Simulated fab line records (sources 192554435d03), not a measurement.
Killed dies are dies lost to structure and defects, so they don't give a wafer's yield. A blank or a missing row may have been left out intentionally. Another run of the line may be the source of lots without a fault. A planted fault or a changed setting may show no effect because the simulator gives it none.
fab line records + flow n5_finfet
record:
- lots: 12
- wafers: 33
- last_day: 17
route steps=1938 shown BEOL_M6@1242 BEOL_M7@1263 PASSIVATION@1936
lots that met no fault: taken from a fault-free run of the same line
start_h: the number of hours between the record's first day and the start of the first shown wafer of the lot + wait_h: hours from the lot's prior step to this one + " unchanged from the row above + L1.1+2: a single row standing in for several wafers + - value missing, or start not given + * or withheld: withheld + < > ~ a bound
route shown NAME@n: a module of which the file shows steps, and the number in the route of the first + usual: the fault-free wafers' mean and standard deviation + same: alike in all rows + chamber/n: place in a boat + sites: each site's reading + _std_site: standard deviation of those values + _edge_site: mean of outer sites minus mean of inner sites + radius_mm: how far each site lies from the wafer's centre + mask NAME#n: copy n + behind: tool/chamber where the wafer was last shaped + hold: why the lot was held/for how many hours/how that ended + device: the transistor (n, p or np) that didn't switch + end of line: the tests these same wafers got at the end of their route + step lacking rows: just its recipe + killed: dies that structure and defects cost at the first sort, which is not the same as the wafer's yield + map: per-die view of a wafer (x killed, . not killed, _ where there is no die)
set.NAME: setting as actually run; set.NAME@STEP: the setting as run at that earlier step + model.NAME: the simulator's own value behind a step, which no gauge read
the route's steps for a sample of lots (tables are steps, rows are wafers)
services: from which hour (start_h, from the record's first day; less than 0 if before it) a tool's chamber was out of use, for how many hours, and why
== steps ==
step: N5_BEOL_M6_OCD_MEAS_38
usual:
- trench_depth_nm: 94.6/1.9
| lot.wafer | tool   | chamber | start_h | wait_h | trench_depth_nm |
|-----------|--------|---------|---------|--------|-----------------|
| L620.2    | ocd-02 | -       | 174.93  | -      | 92.4            |
| L620.3    | "      | -       | "       | "      | 96.6            |
| L621.3    | ocd-02 | -       | 179.07  | -      | 95.8            |
| L621.5    | "      | -       | "       | "      | 95.0            |
| L621.6    | "      | -       | "       | "      | 96.0            |
| L626.1    | ocd-02 | -       | 211.23  | -      | 93.6            |
| L626.4    | "      | -       | "       | "      | 94.2            |
| L626.5    | "      | -       | "       | "      | 97.8            |
| L629.4    | ocd-02 | -       | 224.36  | -      | 96.8            |
| L629.6    | "      | -       | "       | "      | 92.9            |
| L636.1    | ocd-01 | -       | 262.88  | -      | 92.6            |
| L636.4    | "      | -       | "       | "      | 96.9            |
| L636.6    | "      | -       | "       | "      | 96.4            |
| L637.1    | ocd-01 | -       | 270.53  | -      | 94.2            |
| L637.3    | "      | -       | "       | "      | 94.0            |
| L637.4    | "      | -       | "       | "      | 94.1            |
| L638.2    | ocd-02 | -       | 277.06  | -      | 96.8            |
| L638.4    | "      | -       | "       | "      | 91.8            |
| L638.6    | "      | -       | "       | "      | 93.1            |
| L639.1    | ocd-02 | -       | 285.07  | -      | 94.4            |
| L639.5    | "      | -       | "       | "      | 93.4            |
| L639.6    | "      | -       | "       | "      | 95.6            |
| L640.2    | ocd-02 | -       | 290.59  | -      | 92.3            |
| L640.3    | "      | -       | "       | "      | 93.4            |
| L640.5    | "      | -       | "       | "      | 93.4            |
| L641.2    | ocd-01 | -       | 296.59  | -      | 93.2            |
| L641.4    | "      | -       | "       | "      | 92.9            |
| L642.2    | ocd-02 | -       | 310.85  | -      | 93.4            |
| L642.3    | "      | -       | "       | "      | 95.7            |
| L642.4    | "      | -       | "       | "      | 96.0            |
| L643.2    | ocd-02 | -       | 324.14  | -      | 96.4            |
| L643.3    | "      | -       | "       | "      | 92.4            |
| L643.6    | "      | -       | "       | "      | 96.4            |
step: N5_BEOL_M6_CURE_75
recipe:
- temp_c: 370
- time_s: 120
- ambient: DMADMS/He
- material: SiCOH_lowk
usual:
- lamp_power_pct: 52.31/0.05
- wafer_temp_C_max: 371.9/0.85
| lot.wafer | tool       | chamber | start_h | wait_h | lamp_power_pct | wafer_temp_C_max |
|-----------|------------|---------|---------|--------|----------------|------------------|
| L620.2    | uv_cure-02 | 2       | 175.23  | 0.1    | 52.24          | 371.6            |
| L620.3    | "          | 2       | "       | "      | 52.19          | 371.0            |
| L621.3    | uv_cure-02 | 0       | 179.61  | 0.4    | 52.34          | 371.5            |
| L621.5    | "          | 0       | "       | "      | 52.37          | 371.9            |
| L621.6    | "          | 0       | "       | "      | 52.42          | 371.6            |
| L626.1    | uv_cure-03 | 1       | 211.56  | 0.2    | 52.33          | 372.4            |
| L626.4    | "          | 1       | "       | "      | 52.36          | 372.3            |
| L626.5    | "          | 1       | "       | "      | 52.32          | 374.0            |
| L629.4    | uv_cure-03 | 2       | 224.70  | 0.2    | 52.32          | 373.3            |
| L629.6    | "          | 2       | "       | "      | 52.24          | 372.6            |
| L636.1    | uv_cure-03 | 1       | 263.18  | 0.1    | 52.22          | 372.7            |
| L636.4    | "          | 1       | "       | "      | 52.37          | 372.3            |
| L636.6    | "          | 1       | "       | "      | 52.30          | 372.0            |
| L637.1    | uv_cure-02 | 2       | 270.73  | 0.0    | 52.38          | 371.2            |
| L637.3    | "          | 2       | "       | "      | 52.29          | 371.1            |
| L637.4    | "          | 2       | "       | "      | 52.24          | 371.7            |
| L638.2    | uv_cure-03 | 0       | 277.30  | 0.1    | 52.29          | 370.9            |
| L638.4    | "          | 0       | "       | "      | 52.33          | 371.6            |
| L638.6    | "          | 0       | "       | "      | 52.32          | 371.3            |
| L639.1    | uv_cure-03 | 0       | 285.26  | 0.0    | 52.34          | 371.8            |
| L639.5    | "          | 0       | "       | "      | 52.25          | 371.8            |
| L639.6    | "          | 0       | "       | "      | 52.30          | 371.2            |
| L640.2    | uv_cure-01 | 1       | 290.83  | 0.1    | 52.41          | 370.9            |
| L640.3    | "          | 1       | "       | "      | 52.25          | 371.0            |
| L640.5    | "          | 1       | "       | "      | 52.29          | 371.3            |
| L641.2    | uv_cure-01 | 2       | 296.83  | 0.1    | 52.37          | 371.7            |
| L641.4    | "          | 2       | "       | "      | 52.32          | 373.0            |
| L642.2    | uv_cure-03 | 0       | 311.09  | 0.1    | 52.33          | 371.5            |
| L642.3    | "          | 0       | "       | "      | 52.26          | 371.2            |
| L642.4    | "          | 0       | "       | "      | 52.33          | 371.5            |
| L643.2    | uv_cure-03 | 2       | 324.38  | 0.1    | 52.33          | 372.7            |
| L643.3    | "          | 2       | "       | "      | 52.33          | 372.4            |
| L643.6    | "          | 2       | "       | "      | 52.41          | 373.5            |
step: N5_BEOL_M7_ILD_DEP_00
recipe:
- material: SiCOH_lowk
- target_thk_a: 1797.5
- temp_c: 300
- precursor: DEMS/porogen
- pressure_torr: 5
- rf_w: 500
- time_s: 33.4
usual:
- heater_power_w: 327/48
- showerhead_plenum_p_Torr: 5.730/0.015
- throttle_valve_pct: 14.1/1
| lot.wafer | tool     | chamber | start_h | wait_h | heater_power_w | showerhead_plenum_p_Torr | throttle_valve_pct |
|-----------|----------|---------|---------|--------|----------------|--------------------------|--------------------|
| L620.2    | pecvd-03 | 0       | 178.46  | 0.0    | 369            | 5.734                    | 14.6               |
| L620.3    | "        | 2       | "       | "      | 287            | 5.732                    | 13.3               |
| L621.3    | pecvd-04 | 1       | 182.43  | 0.0    | 344            | 5.750                    | 15.7               |
| L621.5    | "        | 0       | "       | "      | 287            | 5.702                    | 13.9               |
| L621.6    | "        | 2       | "       | "      | 311            | 5.726                    | 13.1               |
| L626.1    | pecvd-04 | 0       | 214.02  | 0.0    | 260            | 5.710                    | 13.9               |
| L626.4    | "        | 2       | "       | "      | 342            | 5.729                    | 12.8               |
| L626.5    | "        | 0       | "       | "      | 253            | 5.711                    | 14.1               |
| L629.4    | pecvd-04 | 1       | 227.26  | 0.1    | 378            | 5.759                    | 15.9               |
| L629.6    | "        | 0       | "       | "      | 292            | 5.711                    | 14.1               |
| L636.1    | pecvd-03 | 2       | 265.62  | 0.0    | 286            | 5.720                    | 13.6               |
| L636.4    | "        | 2       | "       | "      | 289            | 5.726                    | 13.5               |
| L636.6    | "        | 1       | "       | "      | 298            | 5.729                    | 14.6               |
| L637.1    | pecvd-02 | 1       | 273.69  | 0.0    | 320            | 5.759                    | 14.2               |
| L637.3    | "        | 0       | "       | "      | 377            | 5.726                    | 14.1               |
| L637.4    | "        | 2       | "       | "      | 238            | 5.745                    | 13.1               |
| L638.2    | pecvd-03 | 1       | 280.29  | 0.0    | 394            | 5.731                    | 14.5               |
| L638.4    | "        | 2       | "       | "      | 304            | 5.731                    | 13.5               |
| L638.6    | "        | 1       | "       | "      | 392            | 5.717                    | 14.3               |
| L639.1    | pecvd-04 | 2       | 288.73  | 0.0    | 330            | 5.729                    | 13.0               |
| L639.5    | "        | 2       | "       | "      | 334            | 5.733                    | 12.6               |
| L639.6    | "        | 1       | "       | "      | 311            | 5.747                    | 16.1               |
| L640.2    | pecvd-04 | 1       | 292.97  | 0.0    | 329            | 5.749                    | 16.1               |
| L640.3    | "        | 0       | "       | "      | 268            | 5.708                    | 14.0               |
| L640.5    | "        | 1       | "       | "      | 339            | 5.728                    | 16.0               |
| L641.2    | pecvd-02 | 0       | 299.46  | 0.0    | 349            | 5.725                    | 13.6               |
| L641.4    | "        | 2       | "       | "      | 240            | 5.744                    | 12.9               |
| L642.2    | pecvd-04 | 1       | 313.86  | 0.0    | 391            | 5.751                    | 16.0               |
| L642.3    | "        | 2       | "       | "      | 309            | 5.723                    | 13.0               |
| L642.4    | "        | 2       | "       | "      | 312            | 5.737                    | 12.9               |
| L643.2    | pecvd-03 | 1       | 327.07  | 0.0    | 385            | 5.715                    | 14.7               |
| L643.3    | "        | 0       | "       | "      | 342            | 5.740                    | 14.2               |
| L643.6    | "        | 0       | "       | "      | 355            | 5.740                    | 14.6               |
step: N5_BEOL_M7_CURE_74
recipe:
- temp_c: 385
- time_s: 240
- ambient: He/Ar
- material: SiCOH_lowk
usual:
- lamp_power_pct: 52.31/0.053
- wafer_temp_C_max: 387.0/0.92
| lot.wafer | tool       | chamber | start_h | wait_h | lamp_power_pct | wafer_temp_C_max |
|-----------|------------|---------|---------|--------|----------------|------------------|
| L620.2    | uv_cure-03 | 2       | 178.61  | 0.1    | 52.39          | 388.7            |
| L620.3    | "          | 2       | "       | "      | 52.35          | 388.4            |
| L621.3    | uv_cure-03 | 2       | 182.66  | 0.2    | 52.40          | 388.0            |
| L621.5    | "          | 2       | "       | "      | 52.28          | 388.1            |
| L621.6    | "          | 2       | "       | "      | 52.32          | 387.5            |
| L626.1    | uv_cure-02 | 2       | 214.67  | 0.6    | 52.22          | 386.2            |
| L626.4    | "          | 2       | "       | "      | 52.24          | 386.6            |
| L626.5    | "          | 2       | "       | "      | 52.26          | 386.8            |
| L629.4    | uv_cure-03 | 2       | 227.54  | 0.3    | 52.41          | 388.6            |
| L629.6    | "          | 2       | "       | "      | 52.34          | 387.3            |
| L636.1    | uv_cure-02 | 2       | 265.92  | 0.3    | 52.33          | 387.2            |
| L636.4    | "          | 2       | "       | "      | 52.30          | 386.7            |
| L636.6    | "          | 2       | "       | "      | 52.39          | 386.5            |
| L637.1    | uv_cure-03 | 0       | 273.91  | 0.2    | 52.33          | 385.9            |
| L637.3    | "          | 0       | "       | "      | 52.29          | 386.7            |
| L637.4    | "          | 0       | "       | "      | 52.44          | 386.3            |
| L638.2    | uv_cure-03 | 1       | 280.44  | 0.1    | 52.26          | 388.1            |
| L638.4    | "          | 1       | "       | "      | 52.32          | 387.4            |
| L638.6    | "          | 1       | "       | "      | 52.32          | 387.3            |
| L639.1    | uv_cure-03 | 2       | 288.79  | 0.0    | 52.18          | 388.1            |
| L639.5    | "          | 2       | "       | "      | 52.28          | 388.1            |
| L639.6    | "          | 2       | "       | "      | 52.24          | 388.6            |
| L640.2    | uv_cure-01 | 2       | 293.11  | 0.1    | 52.33          | 386.9            |
| L640.3    | "          | 2       | "       | "      | 52.31          | 387.6            |
| L640.5    | "          | 2       | "       | "      | 52.31          | 388.2            |
| L641.2    | uv_cure-02 | 1       | 299.63  | 0.1    | 52.39          | 385.7            |
| L641.4    | "          | 1       | "       | "      | 52.25          | 385.9            |
| L642.2    | uv_cure-02 | 0       | 314.00  | 0.1    | 52.35          | 386.1            |
| L642.3    | "          | 0       | "       | "      | 52.33          | 385.8            |
| L642.4    | "          | 0       | "       | "      | 52.33          | 386.1            |
| L643.2    | uv_cure-02 | 1       | 327.21  | 0.1    | 52.36          | 385.6            |
| L643.3    | "          | 1       | "       | "      | 52.38          | 385.8            |
| L643.6    | "          | 1       | "       | "      | 52.36          | 386.2            |
step: N5_BEOL_M7_THK_MEAS_01
recipe:
- reads: SiCOH_lowk_of_BEOL_M7_ILD_DEP_00
usual:
- M7_ILD_THK: 155.3/1.9
| lot.wafer | tool          | chamber | start_h | wait_h | M7_ILD_THK[nm] |
|-----------|---------------|---------|---------|--------|----------------|
| L620.2    | film_metro-02 | -       | 179.04  | 0.4    | 153.7          |
| L620.3    | "             | -       | "       | "      | 155.2          |
| L621.3    | film_metro-02 | -       | 183.01  | 0.3    | 154.3          |
| L621.5    | "             | -       | "       | "      | 156.4          |
| L621.6    | "             | -       | "       | "      | 158.5          |
| L626.1    | film_metro-02 | -       | 215.18  | 0.4    | 153.0          |
| L626.4    | "             | -       | "       | "      | 197.3          |
| L626.5    | "             | -       | "       | "      | 194.2          |
| L629.4    | film_metro-02 | -       | 227.82  | 0.2    | 196.6          |
| L629.6    | "             | -       | "       | "      | 154.0          |
| L636.1    | film_metro-01 | -       | 266.43  | 0.4    | 153.6          |
| L636.4    | "             | -       | "       | "      | 156.5          |
| L636.6    | "             | -       | "       | "      | 154.9          |
| L637.1    | film_metro-01 | -       | 274.42  | 0.4    | 152.1          |
| L637.3    | "             | -       | "       | "      | 154.8          |
| L637.4    | "             | -       | "       | "      | 155.3          |
| L638.2    | film_metro-02 | -       | 280.87  | 0.4    | 152.1          |
| L638.4    | "             | -       | "       | "      | 155.9          |
| L638.6    | "             | -       | "       | "      | 156.0          |
| L639.1    | film_metro-02 | -       | 289.30  | 0.4    | 152.7          |
| L639.5    | "             | -       | "       | "      | 157.2          |
| L639.6    | "             | -       | "       | "      | 153.5          |
| L640.2    | film_metro-02 | -       | 293.54  | 0.4    | 154.2          |
| L640.3    | "             | -       | "       | "      | 153.0          |
| L640.5    | "             | -       | "       | "      | 155.8          |
| L641.2    | film_metro-01 | -       | 300.06  | 0.4    | 152.7          |
| L641.4    | "             | -       | "       | "      | 154.6          |
| L642.2    | film_metro-01 | -       | 314.44  | 0.4    | 155.6          |
| L642.3    | "             | -       | "       | "      | 155.4          |
| L642.4    | "             | -       | "       | "      | 158.5          |
| L643.2    | film_metro-01 | -       | 327.65  | 0.4    | 151.9          |
| L643.3    | "             | -       | "       | "      | 153.6          |
| L643.6    | "             | -       | "       | "      | 156.3          |
step: N5_PASSIVATION_PROBE_49
usual:
- defect_limited_yield: 91.5/1.5
- killed_at_M0_to_M3: 32/9.4
- killed_at_M4_up: 12/5.1
- killed_at_contacts: 11/7.4
- killed_at_front_end: 41/11
- killed_at_other: 3.4/2.5
- killed_dies: 100/17
- killed_open: 65/14
- killed_short: 33/7
- sort_bin_4_leakage: 0.00/0.01
- sort_bin_5_function: 4.9/0.96
- sort_bin_6_memory: 3.1/0.7
- sort_n_pass: 1080/17
- sort_yield_pct: 91.5/1.5
same:
- gross_dies: 1180
- killed_at_back_side: 0
- sort_bin_8_speed[%]: 0
| lot.wafer | tool      | chamber | start_h | wait_h | defect_limited_yield[%] | killed_at_M0_to_M3 | killed_at_M4_up | killed_at_contacts | killed_at_front_end | killed_at_other | killed_dies | killed_open | killed_short | sort_bin_4_leakage[%] | sort_bin_5_function[%] | sort_bin_6_memory[%] | sort_n_pass | sort_yield_pct[%] |
|-----------|-----------|---------|---------|--------|-------------------------|--------------------|-----------------|--------------------|---------------------|-----------------|-------------|-------------|--------------|-----------------------|------------------------|----------------------|-------------|-------------------|
| L642.2    | prober-02 | -       | 388.78  | 0.1    | 92.4                    | 30                 | 16              | 3                  | 35                  | 6               | 90          | 70          | 19           | 0                     | 5.1                    | 2.5                  | 1090        | 92.4              |
| L642.3    | prober-02 | -       | 388.83  | 0.1    | 91.3                    | 44                 | 8               | 16                 | 31                  | 4               | 103         | 77          | 26           | 0                     | 5.3                    | 3.1                  | 1077        | 91.3              |
| L642.4    | prober-02 | -       | 388.88  | 0.2    | 91.7                    | 31                 | 11              | 7                  | 42                  | 7               | 98          | 64          | 26           | 0                     | 4.9                    | 2.5                  | 1082        | 91.7              |
killed by level:class
L642.2 STI_FIN_REVEAL:geometric_particle:open=8 BEOL_M1:geometric_particle:open=8 BEOL_M3:geometric_particle:open=6 BEOL_M4:geometric_particle:open=6 DUMMY_GATE:geometric_particle:open=5 BEOL_M0_SAQP:geometric_particle:open=5 STARTING-WAFER:geometric_particle:open=5 FIN_SAQP:geometric_particle:open=4
L642.3 MOL_CONTACT_COAG:geometric_particle:open=15 BEOL_M0_SAQP:geometric_particle:short=10 BEOL_M3:geometric_particle:open=10 GATE_CUT:geometric_particle:open=7 GATE_CUT:geometric_particle:short=7 BEOL_M1:geometric_particle:open=7 FIN_SAQP:geometric_particle:open=6 BEOL_M0_SAQP:geometric_particle:open=6
L642.4 BEOL_M2:geometric_particle:open=13 STI_FIN_REVEAL:geometric_particle:open=10 BEOL_M3:geometric_particle:open=7 GATE_CUT:geometric_particle:short=6 MOL_CONTACT_COAG:geometric_particle:open=6 BEOL_M0_SAQP:geometric_particle:open=6 BEOL_M4:geometric_particle:open=6 HKMG_FIN:area_etch=6
== services ==
| tool       | chamber | start_h | hours | kind           |
|------------|---------|---------|-------|----------------|
| pecvd-04   | -       | 157.10  | 2.5   | repair         |
| pecvd-04   | -       | 166.30  | 2.6   | repair         |
| uv_cure-02 | -       | 170.79  | 3.4   | pm             |
| pecvd-03   | -       | 171.75  | 3.1   | repair         |
| uv_cure-01 | -       | 173.92  | 6.1   | repair         |
| pecvd-02   | 0       | 180.51  | 9.0   | repair         |
| pecvd-03   | 2       | 182.22  | 5.5   | scheduled_down |
| pecvd-03   | 2       | 188.70  | 2.1   | scheduled_down |
| pecvd-02   | -       | 191.19  | 0.5   | repair         |
| pecvd-02   | 2       | 202.38  | -     | clean          |
| pecvd-03   | 1       | 206.10  | 6.1   | repair         |
| uv_cure-01 | -       | 206.49  | 1.1   | repair         |
| uv_cure-01 | -       | 210.54  | 8.8   | repair         |
| uv_cure-01 | -       | 219.35  | 2.1   | pm             |
| uv_cure-01 | -       | 221.48  | 1.0   | pm             |
| pecvd-04   | 1       | 236.36  | 2.1   | scheduled_down |
| pecvd-04   | -       | 238.23  | 0.5   | repair         |
| pecvd-03   | 1       | 243.14  | 2.1   | scheduled_down |
| pecvd-02   | -       | 250.62  | 2.8   | pm             |
| pecvd-04   | 0       | 251.52  | 12.3  | repair         |
| pecvd-03   | -       | 271.33  | 1.2   | repair         |
| pecvd-02   | -       | 290.31  | 6.1   | repair         |
| pecvd-02   | 1       | 298.53  | 6.5   | repair         |
| pecvd-04   | -       | 323.14  | 1.8   | repair         |
== key ==
first_sign:
- step: N5_BEOL_M7_THK_MEAS_01
- reading: M7_ILD_THK
- direction: up
- sigmas: 21
- usual: 155.3
- struck: 196.0
effect none on later readings
met_at N5_BEOL_M7_ILD_DEP_00
struck_lots L626,L629
struck_wafers L626.4,L626.5,L629.4
not_acting_at N5_BEOL_M6_OCD_MEAS_38,N5_BEOL_M6_CURE_75,N5_BEOL_M7_CURE_74
onset_between 182.43 214.02
fault:
- kind: process_parameter_drift
- tool: pecvd-04
- chamber: -
- onset_h: 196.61
- steps: N5_BEOL_M7_ILD_DEP_00
- channel: target_thk_a
- offset: *
- shape: step
- end_h: 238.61
- scope: struck_wafers_only
- acts_in: *
- stated: *
